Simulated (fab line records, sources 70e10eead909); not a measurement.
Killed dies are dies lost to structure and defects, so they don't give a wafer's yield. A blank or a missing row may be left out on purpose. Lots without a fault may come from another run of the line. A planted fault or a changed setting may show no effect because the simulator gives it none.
A struck lot beside a sound one | flow nand_harc | 14 steps out of a route of 1302
Sound: wafers L131.3, L131.5, L131.6. Struck: wafers L139.3, L139.4, L139.6. The cause comes at the end.
At each step with rows: each side's tool, then ch and its chambers, then its first start. Under that, the readings that differ: sound wafers | struck wafers | difference of the means | sigmas: that difference in standard deviations of wafers without a fault.
alike: readings whose means differ by less than 2 such deviations, and words and numbers that are the same on both sides. not compared: withheld readings, readings that some wafer has no value for, bounds like >300 that may hide the same value, and numbers for which the record gives no deviation and whose values overlap.
The two part at a step that has a row with sigmas, a row that says differs or no value, or rows on one side only. Numbers that don't overlap but have no deviation are shown without sigmas and don't part them. A reading that every wafer of one side lacks parts them only if that side has two wafers or more.

first, 3 steps without rows for these wafers: NHARC_A_CHANNEL_HOLE_D2_EXPOSE_07 (exposes mask HOLE D2, target cd 100 nm); NHARC_A_CHANNEL_HOLE_D2_PEB_08 (peb time 65 s); NHARC_A_CHANNEL_HOLE_D2_DEVELOP_09 (develop time 35 s).
NHARC_A_CHANNEL_HOLE_D2_CD_MEAS_10: target cd 100 nm.
  sound on cd_sem-01 ch 0, day 14 05:34; struck on cd_sem-01 ch 0, day 17 21:10
  alike: cd_nm
NHARC_A_CHANNEL_HOLE_D2_OVL_MEAS_11:
  sound on overlay-01, day 14 05:39; struck on overlay-02, day 17 21:16
  alike: overlay_x_nm, overlay_y_nm
NHARC_A_CHANNEL_HOLE_D2_INSPECT_12:
  sound on defect_inspect-02, day 14 05:41; struck on defect_inspect-01, day 17 21:17
  alike: raw_defect_count
NHARC_A_CHANNEL_HOLE_D2_DESCUM_15: chemistry O2, time 3 s.
  sound on rie_diel-06 ch 0,2,3, day 14 05:45; struck on rie_diel-06 ch 1,2, day 17 21:21
  alike: drypump_motor_current_A, oes_product_au, rf_vpp_V, showerhead_plenum_p_Torr, throttle_valve_pct
  not compared: rf_hours_counter_h
NHARC_A_CHANNEL_HOLE_D2_ETCH_38: etches the open film in CF4, target depth 39 nm, time 65 s.
  sound on rie_diel-06 ch 0,3, day 14 05:50; struck on rie_diel-06 ch 0,3, day 17 21:26
  alike: bias_w, cf4_flow_sccm, drypump_motor_current_A, oes_product_au, rf_vpp_V, showerhead_plenum_p_Torr, throttle_valve_pct
  not compared: rf_hours_counter_h
NHARC_A_CHANNEL_HOLE_D2_ETCH_39: etches the open film in N2/H2, target depth 260 nm, time 325 s.
  sound on rie_diel-06 ch 0,3; struck on rie_diel-06 ch 0,1
  alike: bias_w, chamber_pressure_mTorr, drypump_motor_current_A, oes_product_au, rf_vpp_V, showerhead_plenum_p_Torr, throttle_valve_pct
  not compared: rf_hours_counter_h
NHARC_A_CHANNEL_HOLE_D2_ETCH_34: etches the open film in CF4/CHF3, target depth 154 nm, time 77 s.
  sound on rie_diel-06 ch 0,3; struck on rie_diel-06 ch 0,1,3
  alike: bias_w, cf4_flow_sccm, drypump_motor_current_A, oes_product_au, rf_vpp_V, showerhead_plenum_p_Torr, throttle_valve_pct
  not compared: rf_hours_counter_h
NHARC_A_CHANNEL_HOLE_D2_ETCH_16: etches the open film in O2/COS, target depth 3100 nm, time 806 s.
  sound on rie_diel-06 ch 0,2,3; struck on rie_diel-06 ch 1,2,3
  alike: bias_w, chamber_pressure_mTorr, drypump_motor_current_A, oes_product_au, rf_vpp_V, showerhead_plenum_p_Torr, throttle_valve_pct
  not compared: rf_hours_counter_h
NHARC_A_CHANNEL_HOLE_D2_CD_MEAS_18:
  sound on cd_sem-01, day 14 07:04; struck on cd_sem-01, day 17 22:28
  alike: cd_nm
NHARC_A_CHANNEL_HOLE_D2_ETCH_19: etches the open film in C4F8/O2/Ar, time 34.5 s.
  sound on har_etch-01 ch 0,1, day 14 07:10; struck on har_etch-01 ch 0,1, day 18 05:54
  no value came back on the struck wafers for any of 5 readings (bias_v (V), c4f8_flow_sccm (sccm) and others); on the sound wafers bias_v (V) reads 1167 1185 1192
  not compared: rf_hours_counter_h
then, 1 step without rows for these wafers: NHARC_A_CHANNEL_HOLE_D2_ETCH_20 (etches the open film in C4F8/O2/Ar, time 361.9 s, target depth 1600 nm).

WHERE THEY PART
Only at NHARC_A_CHANNEL_HOLE_D2_ETCH_19, within this record.

WHY: what the simulator had put in
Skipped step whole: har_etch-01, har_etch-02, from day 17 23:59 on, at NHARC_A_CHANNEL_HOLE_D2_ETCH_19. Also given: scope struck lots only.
